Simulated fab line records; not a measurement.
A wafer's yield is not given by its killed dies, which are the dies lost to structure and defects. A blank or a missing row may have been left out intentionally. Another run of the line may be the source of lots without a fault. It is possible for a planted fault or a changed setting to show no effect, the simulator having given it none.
Which tool was responsible? / flow n5-finfet / 36 wafers from 12 lots sampled at 3 of the route's 1938 steps

== WHAT EACH GAUGE READ, for each wafer ==
N5_BEOL_M4_CD_MEAS_11: the cd target is 16.79 nm.
lot=L075; measured=day 7 22:17; on=cd-sem-03; cd-nm (nm)=17.30 16.67 16.65
lot=L076; measured=day 8 07:35; on=cd-sem-01; cd-nm (nm)=16.80 16.73 16.95
lot=L079; measured=day 8 17:42; on=cd-sem-01; cd-nm (nm)=16.80 16.83 16.82
lot=L081; measured=day 9 11:51; on=cd-sem-01; cd-nm (nm)=16.85 16.77 16.44
lot=L083; measured=day 9 22:11; on=cd-sem-01; cd-nm (nm)=16.93 16.92 17.12
lot=L085; measured=day 10 12:29; on=cd-sem-03; cd-nm (nm)=17.25 16.88 17.10
lot=L088; measured=day 11 00:30; on=cd-sem-01; cd-nm (nm)=16.74 16.62 16.52
lot=L087; measured=day 11 05:02; on=cd-sem-01; cd-nm (nm)=17.35 17.03 16.56
lot=L091; measured=day 11 11:11; on=cd-sem-01; cd-nm (nm)=16.97 16.74 16.93
lot=L092; measured=day 12 02:01; on=cd-sem-02; cd-nm (nm)=16.91 16.98 16.69
lot=L095; measured=day 13 04:47; on=cd-sem-02; cd-nm (nm)=16.75 16.51 16.34
lot=L097; measured=day 13 15:01; on=cd-sem-02; cd-nm (nm)=16.73 16.88 16.52

== TOOL THAT RAN EACH LOT (tool first, then ch and the chambers of the sampled wafers, then the start) ==
lot=L075; N5_BEOL_M3_SPUTTER_86=pvd-sputter-03, day 7 17:25; N5_BEOL_M3_SPUTTER_96=pvd-sputter-03, day 7 18:31
lot=L076; N5_BEOL_M3_SPUTTER_86=pvd-sputter-03, day 7 23:40; N5_BEOL_M3_SPUTTER_96=pvd-sputter-03, day 8 00:46
lot=L079; N5_BEOL_M3_SPUTTER_86=pvd-sputter-03, day 8 13:01; N5_BEOL_M3_SPUTTER_96=pvd-sputter-03, day 8 14:07
lot=L081; N5_BEOL_M3_SPUTTER_86=pvd-sputter-02, day 9 07:33; N5_BEOL_M3_SPUTTER_96=pvd-sputter-02, day 9 08:39
lot=L083; N5_BEOL_M3_SPUTTER_86=pvd-sputter-02, day 9 17:19; N5_BEOL_M3_SPUTTER_96=pvd-sputter-02, day 9 18:25
lot=L085; N5_BEOL_M3_SPUTTER_86=pvd-sputter-01, day 10 06:59; N5_BEOL_M3_SPUTTER_96=pvd-sputter-01, day 10 08:05
lot=L088; N5_BEOL_M3_SPUTTER_86=pvd-sputter-02, day 10 21:28; N5_BEOL_M3_SPUTTER_96=pvd-sputter-02, day 10 22:34
lot=L087; N5_BEOL_M3_SPUTTER_86=pvd-sputter-03, day 11 00:55; N5_BEOL_M3_SPUTTER_96=pvd-sputter-03, day 11 02:01
lot=L091; N5_BEOL_M3_SPUTTER_86=pvd-sputter-02, day 11 07:18; N5_BEOL_M3_SPUTTER_96=pvd-sputter-02, day 11 08:24
lot=L092; N5_BEOL_M3_SPUTTER_86=pvd-sputter-03, day 11 23:04; N5_BEOL_M3_SPUTTER_96=pvd-sputter-03, day 12 00:10
lot=L095; N5_BEOL_M3_SPUTTER_86=pvd-sputter-02, day 12 23:32; N5_BEOL_M3_SPUTTER_96=pvd-sputter-02, day 13 00:38
lot=L097; N5_BEOL_M3_SPUTTER_86=pvd-sputter-02, day 13 12:00; N5_BEOL_M3_SPUTTER_96=pvd-sputter-02, day 13 13:06
- N5_BEOL_M3_SPUTTER_86: material Cu, target thk 4.5 nm, time 8.29 s.
- N5_BEOL_M3_SPUTTER_96: material Cu, target thk 4.5 nm, time 8.29 s.

== THE ANSWER, worked out from the rows above alone ==
Rule: what is usual is taken from the lots themselves. The widest of any qualifying gaps counts: lots, ordered by their means at a reading, are off when they make up no more than a third of the lots, leave a main group of 4 or more, and stand apart from it by 3 or more times the standard deviation of that group's means. Not used: any main group whose means are identical at the precision the tables above print for the reading. Also off: a lot with no number at a reading for which 4 or more lots have one. Any other lot the step has rows for is counted as sound.
Nothing can be told from this: no lot is off at any reading shown.

== WHAT HAD BEEN PUT IN BY THE SIMULATOR ==
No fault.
